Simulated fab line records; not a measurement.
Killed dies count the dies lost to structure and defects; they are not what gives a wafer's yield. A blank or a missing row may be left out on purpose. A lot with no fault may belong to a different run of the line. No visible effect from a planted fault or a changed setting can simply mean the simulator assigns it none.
One fault seen from 3 desks -- flow n5_finfet -- only its own numbers are on each desk; what lay behind them is given at the end

## THE TOOL OWNER'S DESK: litho_track-01
The tool's own readings at N5_WELL_APT_COAT_02 (resist thk 950 nm): means of the sampled wafers that have a number, for each lot that ran on this tool. The brackets show how far a lot's mean lies from the usual mean; more than 4 standard deviations puts the lot out of limits, marked OUT.
Columns: A = spin_speed_rpm at N5_WELL_APT_COAT_02, usual 1357.0 rpm
lot,first seen here,A
L263,day 2 19:25,1357.1
L268,day 4 01:20,1356.0
L269,day 4 07:35,1356.0
L270,day 4 13:25,1443.2 (+78) OUT
L275,day 5 19:25,1441.9 (+77) OUT
This desk's verdict: out of limits on L270, L275, starting with L270 at day 4 13:25 (spin_speed_rpm at N5_WELL_APT_COAT_02). L263, L268, L269 stayed within limits.

## THE METROLOGY DESK
Lot by lot, what the gauges showed, no matter which tool ran the lot: averages of those sampled wafers that carry a number. The brackets show how far a lot's mean lies from the usual mean; more than 4 standard deviations puts the lot out of limits, marked OUT. Readings shown: 7 of its 10, picked as those furthest out on some lot.
Columns: A = DIBL_N at N5_BEOL_M4_RC_MEAS_101, usual 37.0 mV/V; B = DIBL_P at N5_BEOL_M4_RC_MEAS_101, usual 37.3 mV/V; C = IOFF_P at N5_BEOL_M4_RC_MEAS_101, usual 0.23 nA/um; D = ION_N at N5_BEOL_M4_RC_MEAS_101, usual 675 uA/um; E = ION_P at N5_BEOL_M4_RC_MEAS_101, usual 460 uA/um; F = VT_N at N5_BEOL_M4_RC_MEAS_101, usual 249 mV; G = VT_P at N5_BEOL_M4_RC_MEAS_101, usual -250 mV
lot,first seen here,A,B,C,D,E,F,G
L260,day 8 05:23,36.8,37.1,0.23,668,460,249,-251
L262,day 9 01:54,36.6,37.9,0.24,677,469,250,-248
L264,day 9 08:11,37.7,39.0,0.24,693,468,249,-252
L263,day 9 09:13,37.1,39.1,0.28,682,469,246,-246
L266,day 10 05:55,38.4,40.1,0.27,684,470,248,-247
L267,day 10 06:52,38.5,38.7,0.30,688,470,247,-244
L268,day 10 09:41,34.5,32.9,0.19,668,465,254,-249
L269,day 10 19:25,37.2,36.2,0.20,660,454,250,-251
L270,day 11 08:12,36.5,37.4,0.26,678,468,248,-247
L271,day 11 10:53,35.7,36.9,0.26,678,462,245,-247
L275,day 12 22:21,35.7,33.6,0.16,657,447,252,-255
This desk found nothing out of limits on any of the 11 lots.

## THE DEFECT DESK
Per lot, the means of the sampled wafers with a number show what the inspections along the route counted. The brackets show how far a lot's mean lies from the usual mean; more than 4 standard deviations puts the lot out of limits, marked OUT.
Columns: A = raw_defect_count at N5_WELL_APT_INSPECT_10, usual 2.0; B = raw_defect_count at N5_WELL_APT_INSPECT_27, usual 2.2
lot,first seen here,A,B
L260,day 2 01:53,2.0,3.0
L262,day 2 13:40,2.7,1.7
L263,day 2 19:44,3.7,2.3
L264,day 3 01:44,2.7,3.0
L266,day 3 13:47,3.0,2.0
L267,day 3 19:50,2.0,1.5
L268,day 4 01:39,2.7,1.7
L269,day 4 07:55,2.5,0.5
L270,day 4 13:52,2.0,2.7
L271,day 4 19:37,2.7,1.3
L275,day 5 19:52,2.3,2.0
This desk found nothing out of limits on any of the 11 lots.

## ALL TOGETHER
An alarm could have come from the tool owner's desk at day 4 13:25, on L270, L275.
The metrology desk saw nothing out of limits.
No out-of-limits result turned up at the defect desk.
The metrology desk has L270, L275 on record, within its limits.
The defect desk has L270, L275 on record, within its limits.
The lots listed all ran N5_WELL_APT_COAT_02 on litho_track-01.

## WHAT HAD BEEN PUT IN BY THE SIMULATOR
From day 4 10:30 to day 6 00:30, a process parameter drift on litho_track-01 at N5_WELL_APT_COAT_02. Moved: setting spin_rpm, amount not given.
Shown lots that were struck: L270, L275.
Each desk's first reading out of limits, in hours after the fault started: the tool owner's desk, 3.
